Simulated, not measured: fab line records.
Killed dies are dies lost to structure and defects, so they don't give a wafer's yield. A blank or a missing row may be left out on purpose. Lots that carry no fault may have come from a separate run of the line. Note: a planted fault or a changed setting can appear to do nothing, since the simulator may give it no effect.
Matching of chambers + flow n5 finfet + N5_GATE_CUT_HM_DEP_46 on pecvd-02: 3 sister chambers
The step deposits SiO2 from TEOS/O2, target thk 130 nm, time 26.6 s. 3 wafers are shown with their chamber, then 7 later ones without.

== WAFERS PAIRED WITH THEIR CHAMBERS ==
| wafer  | chamber | heater power w (W) |
|--------|---------|--------------------|
| L081.5 | 0       | 712                |
| L085.2 | 2       | 721                |
| L085.3 | 1       | 553                |

== WAFERS WITH NO CHAMBER GIVEN ==
| wafer  | heater power w (W) |
|--------|--------------------|
| L085.4 | 712                |
| L093.3 | 681                |
| L093.4 | 685                |
| L093.6 | 703                |
| L097.1 | 691                |
| L097.2 | 709                |
| L097.5 | 706                |

== CHAMBER TAKEN BY EACH ==
| wafer  | from the rows above     | in truth |
|--------|-------------------------|----------|
| L085.4 | can't be placed: 0 or 2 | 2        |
| L093.3 | can't be placed: 0 or 2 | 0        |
| L093.4 | can't be placed: 0 or 2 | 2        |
| L093.6 | can't be placed: 0 or 2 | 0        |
| L097.1 | can't be placed: 0 or 2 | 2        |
| L097.2 | can't be placed: 0 or 2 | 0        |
| L097.5 | can't be placed: 0 or 2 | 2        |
Correctly placed: 0 of 7. Unplaceable from these rows: 7, with the true chamber sitting among the candidates in 7. Placed wrongly: 0.
How it was worked out, from the rows above alone: a wafer's distance from a chamber is the root of the sum, over the readings, of the square of ((its reading less the chamber's mean) divided by the reading's scatter). The wafer belongs to the nearest chamber; if the next one is less than 2 further off, it can't be placed. Each chamber's mean is taken over the wafers shown for it. The scatter: root of mean squared gap, hidden wafer to nearest shown wafer, with one shown wafer a chamber.
